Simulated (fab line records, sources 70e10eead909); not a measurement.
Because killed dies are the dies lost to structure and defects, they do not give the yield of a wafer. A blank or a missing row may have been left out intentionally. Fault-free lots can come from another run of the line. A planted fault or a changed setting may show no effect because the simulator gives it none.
The tool behind it: which one? ; flow nand_harc ; 7 lots, 21 wafers sampled, at 4 steps of a route of 1159

## WHAT THE GAUGES SHOWED, per wafer
NHARC_END_SORT_01.
lot;measured;on;killed_at_array
L476;day 24 10:14;prober-01;137 37 47

## WHAT TOOL EACH LOT RAN ON (gives the tool, then ch and the chambers of the sampled wafers, and finally the start)
lot;NHARC_A_STAIRCASE_ETCH_203;NHARC_A_BONDPAD_CMP_19;NHARC_THIN_TSV_PVD_51
L459;rie_diel-05 ch 2,3, day 11 23:50;cmp-03 ch 0,1,3, day 18 19:41;pvd_sputter-02, no start
L461;rie_diel-02 ch 1,2,3, day 12 05:21;cmp-02 ch 1,2,3, day 18 18:17;pvd_sputter-02, no start
L465;rie_diel-02 ch 0,1,2, day 13 09:58;cmp-02 ch 0,3, day 20 20:31;pvd_sputter-01, no start
L466;rie_diel-02 ch 2,3, day 13 18:59;cmp-02 ch 1,2,3, day 21 07:17;pvd_sputter-03, no start
L474;rie_diel-11 ch 0,1, day 15 06:57;cmp-04 ch 0,2,3, day 22 18:55;pvd_sputter-03, no start
L476;rie_diel-02 ch 0,1,3, day 15 17:32;cmp-03 ch 0,2,3, day 22 22:23;pvd_sputter-01, day 24 10:14 or earlier
L479;rie_diel-11 ch 1,2,3, day 17 04:57;cmp-03 ch 1,2, day 23 22:10;pvd_sputter-02, no start
- NHARC_A_STAIRCASE_ETCH_203: etches the open film in C4F8/O2, target depth 100 nm, time 40.5 s.
- NHARC_A_BONDPAD_CMP_19: polishes, t overpolish 30 s, cu recess touch 16 s, target thk 169.8 nm.
- NHARC_THIN_TSV_PVD_51: deposits Cu, target thk 100 nm.

## THE ANSWER, worked out from the rows above alone
Rule: what is usual is taken from the lots themselves. The widest of any qualifying gaps counts: lots, ordered by their means at a reading, are off when they make up no more than a third of the lots, leave a main group of 4 or more, and stand apart from it by 3 or more times the standard deviation of that group's means. The tables above print the reading to a certain number of digits; a main group whose means all agree to those digits is not used. A lot without any number at a reading at which 4 lots or more have one is off too. Any other lot the step has rows for is counted as sound.
Nothing can be told from this: no lot is off at any reading shown.

## WHAT HAD BEEN PUT IN BY THE SIMULATOR
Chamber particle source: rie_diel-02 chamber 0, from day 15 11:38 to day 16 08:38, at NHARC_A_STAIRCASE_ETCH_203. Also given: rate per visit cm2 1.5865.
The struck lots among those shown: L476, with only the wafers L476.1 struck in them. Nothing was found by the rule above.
